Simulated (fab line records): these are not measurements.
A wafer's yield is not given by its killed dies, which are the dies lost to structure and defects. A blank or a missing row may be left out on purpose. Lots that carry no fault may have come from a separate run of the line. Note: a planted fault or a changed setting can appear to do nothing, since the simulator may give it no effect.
Chamber matching / flow n5_finfet / N5_FIN_SAQP_ETCH_64 on rie_si-01: 4 sister chambers
The step etches SiO2 in CF4, target depth 1.5 nm. 4 wafers are shown with their chamber, then 11 later ones without.

## WAFERS PAIRED WITH THEIR CHAMBERS
wafer=L089.1; chamber=3; throttle_valve_pct (%)=21.93
wafer=L090.2; chamber=2; throttle_valve_pct (%)=21.36
wafer=L090.5; chamber=1; throttle_valve_pct (%)=21.92
wafer=L092.1; chamber=0; throttle_valve_pct (%)=21.73

## WAFERS WITHOUT THEIR CHAMBER
wafer=L092.3; throttle_valve_pct (%)=21.37
wafer=L092.6; throttle_valve_pct (%)=21.37
wafer=L094.1; throttle_valve_pct (%)=21.91
wafer=L094.2; throttle_valve_pct (%)=21.95
wafer=L094.3; throttle_valve_pct (%)=21.36
wafer=L095.2; throttle_valve_pct (%)=21.72
wafer=L095.3; throttle_valve_pct (%)=21.93
wafer=L095.6; throttle_valve_pct (%)=21.37
wafer=L096.1; throttle_valve_pct (%)=21.94
wafer=L096.3; throttle_valve_pct (%)=21.35
wafer=L096.5; throttle_valve_pct (%)=21.92

## WHICH CHAMBER EACH ONE RAN IN
wafer=L092.3; from the rows above=2; in truth=2
wafer=L092.6; from the rows above=2; in truth=2
wafer=L094.1; from the rows above=can't be placed: 1 or 3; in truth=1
wafer=L094.2; from the rows above=can't be placed: 3 or 1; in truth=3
wafer=L094.3; from the rows above=2; in truth=2
wafer=L095.2; from the rows above=0; in truth=0
wafer=L095.3; from the rows above=can't be placed: 3 or 1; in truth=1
wafer=L095.6; from the rows above=2; in truth=2
wafer=L096.1; from the rows above=can't be placed: 3 or 1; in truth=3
wafer=L096.3; from the rows above=2; in truth=2
wafer=L096.5; from the rows above=can't be placed: 1 or 3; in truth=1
Correctly placed: 6 of 11. Not placeable from these rows: 5 (in 5, the candidates include the true chamber). 0 placed wrongly.
How it was worked out, from the rows above alone: a wafer's distance from a chamber is the root of the sum, over the readings, of the square of ((its reading less the chamber's mean) divided by the reading's scatter). The wafer belongs to the nearest chamber; if the next one is less than 2 further off, it can't be placed. The mean given for a chamber averages the wafers shown for that chamber. The scatter: with one shown wafer a chamber, the root of the mean of the squares of how far each hidden wafer lies from its nearest shown one.
